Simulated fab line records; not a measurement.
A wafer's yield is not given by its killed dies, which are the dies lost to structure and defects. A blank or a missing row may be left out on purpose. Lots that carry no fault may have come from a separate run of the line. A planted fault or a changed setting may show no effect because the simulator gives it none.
A lot that was struck, set against a sound lot | flow nand_harc | 15 steps out of a route of 1302
Sound: the wafers L865.3, L865.4, L865.6. Struck: wafer L870.3 (L870.1, L870.4, from the same lot, were not struck and are left out); the cause is given at the end.
Per side, at each step with rows, come the tool, then ch with its chambers, and then its first start. Under that, the readings that differ: sound wafers | struck wafers | difference of the means | sigmas: that difference in standard deviations of wafers without a fault.
alike: readings with means less than 2 such deviations apart, plus words and numbers identical on both sides. not compared: withheld readings, readings lacking a value on some wafer, bounds such as >300 that could conceal the same value, and numbers that have no deviation in the record and whose values overlap.
Wherever a step has rows on one side only, a row that says differs or no value, or a row with sigmas, the two part there. Numbers that don't overlap but have no deviation are shown without sigmas and don't part them. A reading that every wafer of one side lacks parts them only if that side has two wafers or more.

first, 8 steps without rows for these wafers: NHARC_A_SGD_CUT_COAT_56 (time 75 s); NHARC_A_SGD_CUT_COAT_57 (time 65 s); NHARC_A_SGD_CUT_COAT_03 (resist thk 90 nm); NHARC_A_SGD_CUT_SOFTBAKE_04 (time 55 s); NHARC_A_SGD_CUT_EBR_05; NHARC_A_SGD_CUT_EXPOSE_06 (exposes mask SGD); NHARC_A_SGD_CUT_PEB_07 (peb time 65 s); NHARC_A_SGD_CUT_DEVELOP_08 (develop time 35 s).
NHARC_A_SGD_CUT_CD_MEAS_09 targets a cd of 100 nm.
  sound on cd_sem-02 ch 0, day 21 08:13; struck on cd_sem-02 ch 0, day 23 17:07
  reading    | sound          | struck | difference | sigmas
  cd_nm (nm) | 99.9 99.5 99.7 | 101.3  | +1.6       | +3
NHARC_A_SGD_CUT_OVL_MEAS_10:
  sound on overlay-02, day 21 08:17; struck on overlay-02, day 23 17:13
  alike: overlay_x_nm, overlay_y_nm
NHARC_A_SGD_CUT_INSPECT_11:
  sound on defect_inspect-01, day 21 08:20; struck on defect_inspect-02, day 23 17:15
  alike: raw_defect_count
NHARC_A_SGD_CUT_DESCUM_14: chemistry O2, time 3 s.
  sound on rie_diel-08 ch 0,2,3, day 21 08:24; struck on rie_diel-06 ch 3, day 23 17:19
  alike: drypump_motor_current_A, oes_product_au, rf_vpp_V, showerhead_plenum_p_Torr, throttle_valve_pct
  not compared: rf_hours_counter_h
NHARC_A_SGD_CUT_ETCH_58: etches the open film in CF4, target depth 39 nm, time 65 s.
  sound on rie_diel-08 ch 0,3, day 21 08:29; struck on rie_diel-06 ch 0, day 23 17:23
  reading                | sound                | struck | difference | sigmas
  run_length_s (s)       | 86.3 86.6 86.4       | 69.3   | -17.1      | -41
  throttle_valve_pct (%) | 13.282 13.269 13.288 | 13.305 | +0.025     | +3
  alike: drypump_motor_current_A, oes_product_au, rf_vpp_V, showerhead_plenum_p_Torr
  not compared: rf_hours_counter_h
NHARC_A_SGD_CUT_ETCH_59: etches the open film in N2/H2, target depth 260 nm, time 406.25 s.
  sound on rie_diel-08 ch 0,1,3; struck on rie_diel-06 ch 3
  alike: drypump_motor_current_A, oes_product_au, rf_vpp_V, run_length_s, showerhead_plenum_p_Torr, throttle_valve_pct
  not compared: rf_hours_counter_h
-- record jumps: 5 days between struck wafers' starts before vs after; left off in module A_SGD_CUT, resumes in module END, first step shown is number 1302 of the route --
NHARC_END_SORT_01:
  sound on prober-01 ch 0, day 26 13:37; struck on prober-01 ch 0, day 28 22:11
  reading         | sound | struck | difference | sigmas
  killed_at_array | 24 25 | 155    | +130       | +8
  killed_dies     | 28 30 | 161    | +132       | +8
  alike: killed_at_other, killed_at_periphery, killed_open, killed_short

== WHERE THEY PART ==
At NHARC_A_SGD_CUT_CD_MEAS_09 first; at NHARC_END_SORT_01 last (within this record only).

WHY: the cause the simulator had injected
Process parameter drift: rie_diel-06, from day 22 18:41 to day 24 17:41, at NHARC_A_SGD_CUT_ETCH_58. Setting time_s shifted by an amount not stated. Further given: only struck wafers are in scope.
